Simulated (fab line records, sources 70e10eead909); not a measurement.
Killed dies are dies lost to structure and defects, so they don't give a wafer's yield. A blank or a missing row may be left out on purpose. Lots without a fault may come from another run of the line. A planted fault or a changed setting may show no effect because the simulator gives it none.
A struck lot beside a sound one | flow nand_harc | 13 steps out of a route of 1159
Sound: wafers L758.1, L758.2, L758.6. Struck: wafers L767.1, L767.3, L767.4. The cause comes at the end.
At each step with rows: each side's tool, then ch and its chambers, then its first start. Under that, the readings that differ: sound wafers | struck wafers | difference of the means | sigmas: that difference in standard deviations of wafers without a fault.
alike: readings whose means differ by less than 2 such deviations, and words and numbers that are the same on both sides. not compared: withheld readings, readings that some wafer has no value for, bounds like >300 that may hide the same value, and numbers for which the record gives no deviation and whose values overlap.
The two part at a step that has a row with sigmas, a row that says differs or no value, or rows on one side only. Numbers that don't overlap but have no deviation are shown without sigmas and don't part them. A reading that every wafer of one side lacks parts them only if that side has two wafers or more.

first, 2 steps without rows for these wafers: NHARC_P_GATE_RTA_64 (time 1 s); NHARC_P_GATE_ETCH_77 (etches SiO2 in dHF, target depth 6 nm).
NHARC_P_GATE_DEGAS_109: time 60 s.
  sound on pvd_sputter-02, day 6 07:02; struck on pvd_sputter-01, day 9 01:11
  alike: heater_power_w
then, 3 steps without rows for these wafers: NHARC_P_GATE_PRE_CLEAN_110 (time 30 s); NHARC_P_GATE_SPUTTER_78 (material Ni, target thk 10 nm); NHARC_P_GATE_SPUTTER_79 (material TiN, target thk 10 nm).
NHARC_P_GATE_RTA_80: time 30 s.
  sound on rtp_anneal-01 ch 0, day 6 07:20; struck on rtp_anneal-01 ch 0, day 9 01:35
  alike: lamp_power_pct, wafer_temp_C_max
then, 1 step without rows for these wafers: NHARC_P_GATE_STRIP_67 (strips in SPM, time 600 s).
NHARC_P_GATE_RTA_82: time 30 s.
  sound on rtp_anneal-01 ch 0, day 6 07:53; struck on rtp_anneal-01 ch 0, day 9 02:02
  alike: lamp_power_pct, wafer_temp_C_max
NHARC_P_GATE_INSPECT_68:
  sound on defect_inspect-02, day 6 08:06; struck on defect_inspect-02, day 9 02:14
  alike: raw_defect_count
NHARC_P_CONTACT_DEP_30: deposits SiNx, target thk 30 nm.
  sound on pecvd-04 ch 0,1,2, day 6 08:10; struck on pecvd-04 ch 0,1,2, day 9 02:19
  alike: heater_power_w
NHARC_P_CONTACT_DEP_00: deposits SiO2, target thk 500 nm.
  sound on pecvd-04 ch 0,1,2; struck on pecvd-04 ch 0,1,2
  alike: heater_power_w, showerhead_vpp_V, throttle_valve_pct
NHARC_P_CONTACT_CMP_01: polishes SiO2, target thk 200 nm.
  sound on cmp-03 ch 0,2, day 6 08:53; struck on cmp-04 ch 1,2,3, day 9 03:02
  no value came back on the struck wafers for edge_zone_pressure_frac, motor_current_A (A), slurry_flow_ml_min; on the sound wafers edge_zone_pressure_frac reads 1.000 0.996 1.005

WHERE THEY PART
Only at NHARC_P_CONTACT_CMP_01, within this record.

WHY: what the simulator had put in
Skipped step whole: cmp-04, from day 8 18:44 on, at NHARC_P_CONTACT_CMP_01. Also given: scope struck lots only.
